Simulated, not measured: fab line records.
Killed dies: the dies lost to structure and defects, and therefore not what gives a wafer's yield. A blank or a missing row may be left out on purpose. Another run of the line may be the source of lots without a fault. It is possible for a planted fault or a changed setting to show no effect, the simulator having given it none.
Which of the tools did it? :: flow nand harc :: Sampling: 13 lots, 39 wafers, 5 of 1159 route steps

== WHAT EACH GAUGE READ, for each wafer ==
NHARC_THIN_TSV_CD_MEAS_37. Usual: cd nm at 5000.2 nm, with a standard deviation of 1.9.
lot: L272
measured: day 18 22:41
on: cd sem-01
cd nm (nm): 4997.6 4997.2 4999.3
flag: 

lot: L274
measured: day 19 10:40
on: cd sem-03
cd nm (nm): 5001.3 4998.7 5000.5
flag: 

lot: L273
measured: day 19 00:20
on: cd sem-03
cd nm (nm): 4997.9 4998.5 4999.9
flag: 

lot: L276
measured: day 19 11:51
on: cd sem-03
cd nm (nm): 4999.9 4997.5 4997.9
flag: 

lot: L275
measured: day 19 13:16
on: cd sem-03
cd nm (nm): 4999.8 5001.6 4999.7
flag: 

lot: L277
measured: day 20 07:20
on: cd sem-01
cd nm (nm): 5001.6 5000.5 5002.0
flag: 

lot: L278
measured: day 20 22:50
on: cd sem-03
cd nm (nm): 5003.0 5002.8 5002.7
flag: 

lot: L286
measured: day 22 13:35
on: cd sem-01
cd nm (nm): 5000.0 4997.8 4998.5
flag: 

lot: L288
measured: day 22 22:14
on: cd sem-03
cd nm (nm): 5002.1 5001.2 5002.2
flag: 

lot: L291
measured: day 24 03:19
on: cd sem-03
cd nm (nm): 4996.7 4994.6 4996.0
flag: 

lot: L289
measured: day 23 08:51
on: cd sem-01
cd nm (nm): 5001.0 5002.0 5000.1
flag: 

lot: L292
measured: day 24 03:35
on: cd sem-02
cd nm (nm): 5001.4 5001.6 5003.0
flag: 

lot: L295
measured: day 24 12:20
on: cd sem-03
cd nm (nm): 4998.5 4996.7 4997.2
flag: 

NHARC_END_SORT_01. Usual: killed at array 29, standard deviation 11; killed at other 0.6, standard deviation 0.92; killed at periphery 3.2, standard deviation 2; killed dies 33, standard deviation 11; killed open 3.2, standard deviation 2; killed short 1.9, standard deviation 1.5.
lot: L272
measured: day 19 07:01
on: prober-01
killed at array: 18 15 15
killed at other: 0 0 2
killed at periphery: 3 5 3
killed dies: 21 20 20
killed open: 3 3 2
killed short: 4 0 3
flag: 

lot: L274
measured: day 20 04:15
on: prober-02
killed at array: 19 23 22
killed at other: 0 0 0
killed at periphery: 2 3 0
killed dies: 21 26 22
killed open: 1 3 4
killed short: 1 1 3
flag: 

lot: L273
measured: day 19 06:15
on: prober-02
killed at array: 30 19 24
killed at other: 2 1 1
killed at periphery: 1 1 1
killed dies: 33 21 26
killed open: 4 4 3
killed short: 2 0 4
flag: 

lot: L276
measured: day 19 23:21
on: prober-01
killed at array: 25 19 23
killed at other: 2 0 0
killed at periphery: 1 2 0
killed dies: 28 21 23
killed open: 4 5 2
killed short: 1 2 2
flag: 

lot: L275
measured: day 19 19:38
on: prober-02
killed at array: 27 23 17
killed at other: 1 2 1
killed at periphery: 5 4 7
killed dies: 33 29 25
killed open: 4 1 6
killed short: 1 2 2
flag: 

lot: L277
measured: day 20 14:37
on: prober-01
killed at array: 35 34 32
killed at other: 1 1 1
killed at periphery: 2 1 3
killed dies: 38 36 36
killed open: 3 0 1
killed short: 4 0 4
flag: 

lot: L278
measured: day 21 04:48
on: prober-01
killed at array: 31 38 30
killed at other: 1 1 3
killed at periphery: 5 5 4
killed dies: 37 44 37
killed open: 1 0 3
killed short: 2 1 4
flag: 

lot: L286
measured: day 22 23:06
on: prober-01
killed at array: 13 18 11
killed at other: 0 1 1
killed at periphery: 3 1 0
killed dies: 16 20 12
killed open: 5 6 4
killed short: 2 2 0
flag: 

lot: L288
measured: day 23 05:43
on: prober-02
killed at array: 138 107 104
killed at other: 2 1 1
killed at periphery: 1 1 1
killed dies: 141 109 106
killed open: 2 2 0
killed short: 3 2 1
flag: OFF

lot: L291
measured: day 24 11:34
on: prober-02
killed at array: 26 23 34
killed at other: 1 1 1
killed at periphery: 4 2 3
killed dies: 31 26 38
killed open: 3 1 7
killed short: 3 0 3
flag: 

lot: L289
measured: day 23 20:26
on: prober-01
killed at array: 97 132 108
killed at other: 0 0 0
killed at periphery: 2 3 2
killed dies: 99 135 110
killed open: 4 6 1
killed short: 5 1 3
flag: OFF

lot: L292
measured: day 24 10:43
on: prober-01
killed at array: 34 29 28
killed at other: 2 2 2
killed at periphery: 3 2 2
killed dies: 39 33 32
killed open: 2 1 3
killed short: 2 8 1
flag: 

lot: L295
measured: day 25 03:11
on: prober-02
killed at array: 32 51 47
killed at other: 0 0 0
killed at periphery: 5 6 6
killed dies: 37 57 53
killed open: 0 3 2
killed short: 1 5 1
flag: 

== WHAT TOOL EACH LOT RAN ON (gives the tool, then ch and the chambers of the sampled wafers, and finally the start) ==
lot: L272
NHARC_A_STAIRCASE_ETCH_236: rie diel-04 ch 0,1, day 11 07:43
NHARC_THIN_TSV_DEP_47: pecvd-02 ch 0,1,2, day 18 17:11
NHARC_THIN_TSV_ETCHBACK_48: rie diel-08 ch 0,1,3, day 18 17:38

lot: L274
NHARC_A_STAIRCASE_ETCH_236: rie diel-04 ch 2,3, day 11 16:23
NHARC_THIN_TSV_DEP_47: pecvd-03 ch 0,1, day 19 05:14
NHARC_THIN_TSV_ETCHBACK_48: rie diel-08 ch 0,2, day 19 05:38

lot: L273
NHARC_A_STAIRCASE_ETCH_236: rie diel-04 ch 0,1,2, day 11 17:23
NHARC_THIN_TSV_DEP_47: pecvd-02 ch 1,2, day 18 18:25
NHARC_THIN_TSV_ETCHBACK_48: rie diel-10 ch 0,1,3, day 18 18:48

lot: L276
NHARC_A_STAIRCASE_ETCH_236: rie diel-12 ch 1,2, day 12 03:49
NHARC_THIN_TSV_DEP_47: pecvd-01 ch 0,1,2, day 19 06:18
NHARC_THIN_TSV_ETCHBACK_48: rie diel-10 ch 1,2,3, day 19 06:47

lot: L275
NHARC_A_STAIRCASE_ETCH_236: rie diel-04 ch 0,2,3, day 12 05:46
NHARC_THIN_TSV_DEP_47: pecvd-02 ch 0,1, day 19 07:47
NHARC_THIN_TSV_ETCHBACK_48: rie diel-08 ch 0,2,3, day 19 08:14

lot: L277
NHARC_A_STAIRCASE_ETCH_236: rie diel-04 ch 0,2,3, day 12 14:16
NHARC_THIN_TSV_DEP_47: pecvd-03 ch 0,1,2, day 20 00:39
NHARC_THIN_TSV_ETCHBACK_48: rie diel-10 ch 0,1,3, day 20 01:03

lot: L278
NHARC_A_STAIRCASE_ETCH_236: rie diel-11 ch 0,1,3, day 12 19:50
NHARC_THIN_TSV_DEP_47: pecvd-03 ch 1,2, day 20 15:36
NHARC_THIN_TSV_ETCHBACK_48: rie diel-08 ch 2,3, day 20 16:00

lot: L286
NHARC_A_STAIRCASE_ETCH_236: rie diel-04 ch 0,1,2, day 15 03:00
NHARC_THIN_TSV_DEP_47: pecvd-03 ch 1,2, day 22 06:28
NHARC_THIN_TSV_ETCHBACK_48: rie diel-10 ch 0,1,3, day 22 06:52

lot: L288
NHARC_A_STAIRCASE_ETCH_236: rie diel-04 ch 0,1,3, day 15 08:39
NHARC_THIN_TSV_DEP_47: pecvd-01 ch 0,1,2, day 22 16:30
NHARC_THIN_TSV_ETCHBACK_48: rie diel-10 ch 0,1,2, day 22 16:54

lot: L291
NHARC_A_STAIRCASE_ETCH_236: rie diel-11 ch 0,3, day 15 20:05
NHARC_THIN_TSV_DEP_47: pecvd-02 ch 0,1, day 23 19:27
NHARC_THIN_TSV_ETCHBACK_48: rie diel-08 ch 0,2, day 23 19:48

lot: L289
NHARC_A_STAIRCASE_ETCH_236: rie diel-04 ch 2,3, day 15 21:14
NHARC_THIN_TSV_DEP_47: pecvd-02 ch 0,1,2, day 23 03:15
NHARC_THIN_TSV_ETCHBACK_48: rie diel-13 ch 1,2,3, day 23 03:35

lot: L292
NHARC_A_STAIRCASE_ETCH_236: rie diel-12 ch 2,3, day 15 21:47
NHARC_THIN_TSV_DEP_47: pecvd-02 ch 0,1, day 23 19:41
NHARC_THIN_TSV_ETCHBACK_48: rie diel-13 ch 1,3, day 23 20:07

lot: L295
NHARC_A_STAIRCASE_ETCH_236: rie diel-11 ch 1,2, day 17 01:27
NHARC_THIN_TSV_DEP_47: pecvd-02 ch 0,2, day 24 06:21
NHARC_THIN_TSV_ETCHBACK_48: rie diel-08 ch 0,1, day 24 06:47
- NHARC_A_STAIRCASE_ETCH_236: etches the open film in C4F8/O2, target depth 100 nm, time 40.5 s.
- NHARC_THIN_TSV_DEP_47: deposits SiO2, target thk 200 nm.
- NHARC_THIN_TSV_ETCHBACK_48: etches the open film in C4F8/Ar, target depth 1028.5 nm, time 405.17 s.

== WHAT THE TOOLS THEMSELVES READ (means of the sampled wafers that have a number; where no wafer has one, the mark that the record gives instead) ==
NHARC_A_STAIRCASE_ETCH_236. Usual: bias w 1000 W, standard deviation 3; oes product au 0.943 a.u., standard deviation 0.0098; rf vpp V 894 V, standard deviation 5.3.
lot: L272
tool: rie diel-04
bias w (W): 1003
oes product au (a.u.): 0.948
rf vpp V (V): 889
flag: 

lot: L274
tool: rie diel-04
bias w (W): 995
oes product au (a.u.): 0.941
rf vpp V (V): 896
flag: 

lot: L273
tool: rie diel-04
bias w (W): 1001
oes product au (a.u.): 0.946
rf vpp V (V): 892
flag: 

lot: L276
tool: rie diel-12
bias w (W): 1001
oes product au (a.u.): 0.927
rf vpp V (V): 892
flag: 

lot: L275
tool: rie diel-04
bias w (W): 998
oes product au (a.u.): 0.939
rf vpp V (V): 894
flag: 

lot: L277
tool: rie diel-04
bias w (W): 998
oes product au (a.u.): 0.930
rf vpp V (V): 894
flag: 

lot: L278
tool: rie diel-11
bias w (W): 1000
oes product au (a.u.): 0.953
rf vpp V (V): 893
flag: 

lot: L286
tool: rie diel-04
bias w (W): 1001
oes product au (a.u.): 0.944
rf vpp V (V): 890
flag: 

lot: L288
tool: rie diel-04
bias w (W): 999
oes product au (a.u.): 0.941
rf vpp V (V): 893
flag: 

lot: L291
tool: rie diel-11
bias w (W): 997
oes product au (a.u.): 0.955
rf vpp V (V): 897
flag: 

lot: L289
tool: rie diel-04
bias w (W): 1000
oes product au (a.u.): 0.951
rf vpp V (V): 897
flag: 

lot: L292
tool: rie diel-12
bias w (W): 1000
oes product au (a.u.): 0.939
rf vpp V (V): 899
flag: 

lot: L295
tool: rie diel-11
bias w (W): 1000
oes product au (a.u.): 0.927
rf vpp V (V): 897
flag: 

NHARC_THIN_TSV_DEP_47. Usual: flow sccm 2651 sccm, standard deviation 9.1; throttle valve pct 16.2 %, standard deviation 0.42.
lot: L272
tool: pecvd-02
flow sccm (sccm): 2653
throttle valve pct (%): 16.4
flag: 

lot: L274
tool: pecvd-03
flow sccm (sccm): 2652
throttle valve pct (%): 15.9
flag: 

lot: L273
tool: pecvd-02
flow sccm (sccm): 2661
throttle valve pct (%): 16.4
flag: 

lot: L276
tool: pecvd-01
flow sccm (sccm): 2653
throttle valve pct (%): 15.7
flag: 

lot: L275
tool: pecvd-02
flow sccm (sccm): 2646
throttle valve pct (%): 16.4
flag: 

lot: L277
tool: pecvd-03
flow sccm (sccm): 2657
throttle valve pct (%): 16.1
flag: 

lot: L278
tool: pecvd-03
flow sccm (sccm): 2648
throttle valve pct (%): 16.5
flag: 

lot: L286
tool: pecvd-03
flow sccm (sccm): 2644
throttle valve pct (%): 16.3
flag: 

lot: L288
tool: pecvd-01
flow sccm (sccm): 2665
throttle valve pct (%): 16.2
flag: 

lot: L291
tool: pecvd-02
flow sccm (sccm): 2647
throttle valve pct (%): 15.9
flag: 

lot: L289
tool: pecvd-02
flow sccm (sccm): 2646
throttle valve pct (%): 16.1
flag: 

lot: L292
tool: pecvd-02
flow sccm (sccm): 2642
throttle valve pct (%): 16.0
flag: 

lot: L295
tool: pecvd-02
flow sccm (sccm): 2653
throttle valve pct (%): 16.0
flag: 

NHARC_THIN_TSV_ETCHBACK_48. Usual: bias w 300.0 W, standard deviation 0.88; oes product au 0.95 a.u., standard deviation 0.03; rf vpp V 545.3 V, standard deviation 3.
lot: L272
tool: rie diel-08
bias w (W): 300.1
oes product au (a.u.): 0.93
rf vpp V (V): 546.7
flag: 

lot: L274
tool: rie diel-08
bias w (W): 300.1
oes product au (a.u.): 0.93
rf vpp V (V): 544.7
flag: 

lot: L273
tool: rie diel-10
bias w (W): 300.0
oes product au (a.u.): 0.97
rf vpp V (V): 543.7
flag: 

lot: L276
tool: rie diel-10
bias w (W): 299.7
oes product au (a.u.): 0.91
rf vpp V (V): 543.9
flag: 

lot: L275
tool: rie diel-08
bias w (W): 299.3
oes product au (a.u.): 0.93
rf vpp V (V): 544.8
flag: 

lot: L277
tool: rie diel-10
bias w (W): 299.7
oes product au (a.u.): 0.96
rf vpp V (V): 543.3
flag: 

lot: L278
tool: rie diel-08
bias w (W): 299.7
oes product au (a.u.): 0.92
rf vpp V (V): 542.2
flag: 

lot: L286
tool: rie diel-10
bias w (W): 299.3
oes product au (a.u.): 0.91
rf vpp V (V): 544.3
flag: 

lot: L288
tool: rie diel-10
bias w (W): 299.4
oes product au (a.u.): 0.93
rf vpp V (V): 543.9
flag: 

lot: L291
tool: rie diel-08
bias w (W): 301.1
oes product au (a.u.): 0.93
rf vpp V (V): 544.7
flag: 

lot: L289
tool: rie diel-13
bias w (W): 299.3
oes product au (a.u.): 0.93
rf vpp V (V): 545.6
flag: 

lot: L292
tool: rie diel-13
bias w (W): 299.4
oes product au (a.u.): 1.01
rf vpp V (V): 548.6
flag: 

lot: L295
tool: rie diel-08
bias w (W): 301.3
oes product au (a.u.): 0.93
rf vpp V (V): 546.3
flag: 

== THE ANSWER, worked out from the rows above alone ==
Rule: a lot is off if the mean of its wafers that have a number lies more than 3 standard deviations from the usual mean. Also off: a lot with no number at a reading for which 4 or more lots have one. All remaining lots with rows at the step are treated as sound. First the gauges in route order, then the tools' own readings, where a lot's mean is used as printed above. At the first step where some lot is off, the reading lying furthest off is the one used; lots without a number count as furthest.
Off: L288, L289, at NHARC_END_SORT_01 (killed at array).
If a tool, at a process step before that reading, ran all the lots that are off and no sound lot after the first of them, it fits. Those tools and the gauges at NHARC_END_SORT_01 are tried in the same way. One fits: rie diel-04 at NHARC_A_STAIRCASE_ETCH_236. Its last sound lot is L286 (day 15 03:00), its first lot that is off L288 (day 15 08:39): a fault that began between those two fits.

== WHAT HAD BEEN PUT IN BY THE SIMULATOR ==
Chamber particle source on rie diel-04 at NHARC_A_STAIRCASE_ETCH_236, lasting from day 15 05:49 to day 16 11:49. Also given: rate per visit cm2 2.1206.
Struck lots among those shown: L288, L289. The rule given above showed the same thing.
